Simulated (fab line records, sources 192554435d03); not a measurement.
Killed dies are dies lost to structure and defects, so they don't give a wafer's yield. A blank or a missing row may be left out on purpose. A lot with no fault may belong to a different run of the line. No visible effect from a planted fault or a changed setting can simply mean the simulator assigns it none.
Comparing a struck lot with a sound one / flow n5 finfet / 20 out of 1938 route steps
Sound: these wafers, L872.1, L872.2, L872.6. Struck: wafer L875.5 (left out: L875.2, a lot-mate that was not struck); the cause follows at the end.
For every step that has rows: the tool of each side, followed by ch and its chambers, followed by its first start. Under that, the readings that differ: sound wafers / struck wafers / difference of the means / sigmas: that difference in standard deviations of wafers without a fault.
alike: readings whose means differ by less than 2 such deviations, and words and numbers that are the same on both sides. not compared: withheld readings, readings that some wafer has no value for, bounds like >300 that may hide the same value, and numbers for which the record gives no deviation and whose values overlap.
A row with sigmas, a row that says differs or no value, or rows on one side alone: a step with any of these is where the two part. Numbers that have no deviation but don't overlap get no sigmas and don't part them. A reading missing from all wafers of one side parts the sides only when that side holds two or more wafers.

first, 9 steps without rows for these wafers: N5_BEOL_M4_COAT_67 (time 60 s, resist thk 60 nm); N5_BEOL_M4_COAT_68 (time 60 s, resist thk 12 nm); N5_BEOL_M4_COAT_76 (time 60 s, resist thk 5 nm); N5_BEOL_M4_COAT_22 (resist thk 30 nm); N5_BEOL_M4_EBR_24; N5_BEOL_M4_SOFTBAKE_23 (time 60 s); N5_BEOL_M4_EXPOSE_25 (exposes mask V3, defocus 5 nm); N5_BEOL_M4_PEB_26 (peb time 60 s); N5_BEOL_M4_DEVELOP_27 (develop time 30 s).
N5_BEOL_M4_CD_MEAS_28: target cd 26.2 nm, target cd y 24.1 nm.
  sound on cd sem-01 ch 0, day 9 21:45; struck on cd sem-01 ch 0, day 10 22:50
  alike: cd nm
N5_BEOL_M4_OVL_MEAS_29:
  sound on overlay-02 ch 0, day 9 21:47; struck on overlay-02 ch 0, day 10 22:52
  alike: V3_OVL
N5_BEOL_M4_INSPECT_30: inspects for defects (brightfield).
  sound: defect inspect-02 at day 9 21:50; struck: defect inspect-01 at day 10 22:55
  alike: raw defect count
N5_BEOL_M4_DESCUM_33: chemistry O2, time 7 s.
  sound on rie diel-06 ch 0,3, day 9 21:52; struck on rie diel-04 ch 2, day 10 22:58
reading=model.CAR-EUV_of_BEOL_M4_COAT_22.thk nm (nm); sound=26.2 26 26.2; struck=25.4; difference=-0.7; sigmas=
  alike: drypump motor current A, oes product au, rf vpp V, showerhead plenum p Torr, throttle valve pct
  not compared: rf hours counter h
N5_BEOL_M4_ETCH_77: etches underlayer in N2/H2, target depth 6.5 nm, time 5.2 s.
  sound on rie diel-06 ch 0,3, day 9 21:54; struck on rie diel-04 ch 2, day 10 23:00
  alike: drypump motor current A, etch rf on time s, n2 flow sccm, oes product au, rf vpp V, showerhead plenum p Torr, throttle valve pct
  not compared: rf hours counter h
N5_BEOL_M4_ETCH_69: etches SiARC in CF4, target depth 15.6 nm, time 26 s.
  sound on rie diel-06 ch 0,3, day 9 21:55; struck on rie diel-04 ch 2, day 10 23:01
  alike: drypump motor current A, etch rf on time s, oes product au, rf vpp V, showerhead plenum p Torr, throttle valve pct
  not compared: rf hours counter h
N5_BEOL_M4_ALD_98: deposits SiO2, target thk 2.5 nm, pulse time 1 s, co reactant pulse time 1 s.
  sound on ald sin-03 ch 1,2,3, day 9 22:00; struck on ald sin-04 ch 3, day 10 23:06
reading=heater power w (W); sound=66 76 67; struck=89; difference=+19; sigmas=+2
reading=precursor pulse height rel; sound=0.980 0.988 0.982; struck=1.046; difference=+0.063; sigmas=+3
  alike: susceptor temp C
N5_BEOL_M4_ETCHBACK_99: etches SiO2 in CHF3, target depth 5 nm, time 10.4 s.
  sound on rie diel-04 ch 0,2, day 10 00:51; struck on rie diel-06 ch 1, day 11 03:07
reading=oes product au (a.u.); sound=0.74 0.71 0.74; struck=0.94; difference=+0.21; sigmas=+3
reading=showerhead plenum p Torr (Torr); sound=2.07 2.13 2.07; struck=2.28; difference=+0.19; sigmas=+3
reading=model.CAR-EUV_of_BEOL_M4_COAT_22.thk nm (nm); sound=10.4 10.4 10.6; struck=9.8; difference=-0.7; sigmas=
  alike: drypump motor current A, rf vpp V, throttle valve pct
  not compared: rf hours counter h
N5_BEOL_M4_ETCH_70: etches SOC in N2/H2, target depth 80 nm, overetch 24 nm, time 130 s.
  sound on rie diel-04 ch 0,2, day 10 00:53; struck on rie diel-06 ch 1, day 11 03:10
reading=oes product au (a.u.); sound=0.55 0.53 0.55; struck=0.68; difference=+0.14; sigmas=+3
reading=rf vpp V (V); sound=520.0 524.7 520.4; struck=529.9; difference=+8.2; sigmas=+3
reading=showerhead plenum p Torr (Torr); sound=2.44 2.53 2.44; struck=2.71; difference=+0.24; sigmas=+3
  alike: drypump motor current A, n2 flow sccm, throttle valve pct
  not compared: rf hours counter h
N5_BEOL_M4_RC_MEAS_101:
  sound on prober-01 ch 0, day 10 06:24; struck on prober-02 ch 0, day 11 07:40
  alike: DIBL_N, DIBL_P, IOFF_N, IOFF_P, ION_N, ION_P, SS_N, SS_P, VT_N, VT_P
then, 1 step without rows for these wafers: N5_PASSIVATION_PROBE_49.

WHERE THEY PART
Earliest at N5_BEOL_M4_ALD_98; latest, in this record, at N5_BEOL_M4_ETCH_70. Later steps at which nothing parts them and some readings are alike: N5_BEOL_M4_RC_MEAS_101.

WHY: whatever the simulator had introduced
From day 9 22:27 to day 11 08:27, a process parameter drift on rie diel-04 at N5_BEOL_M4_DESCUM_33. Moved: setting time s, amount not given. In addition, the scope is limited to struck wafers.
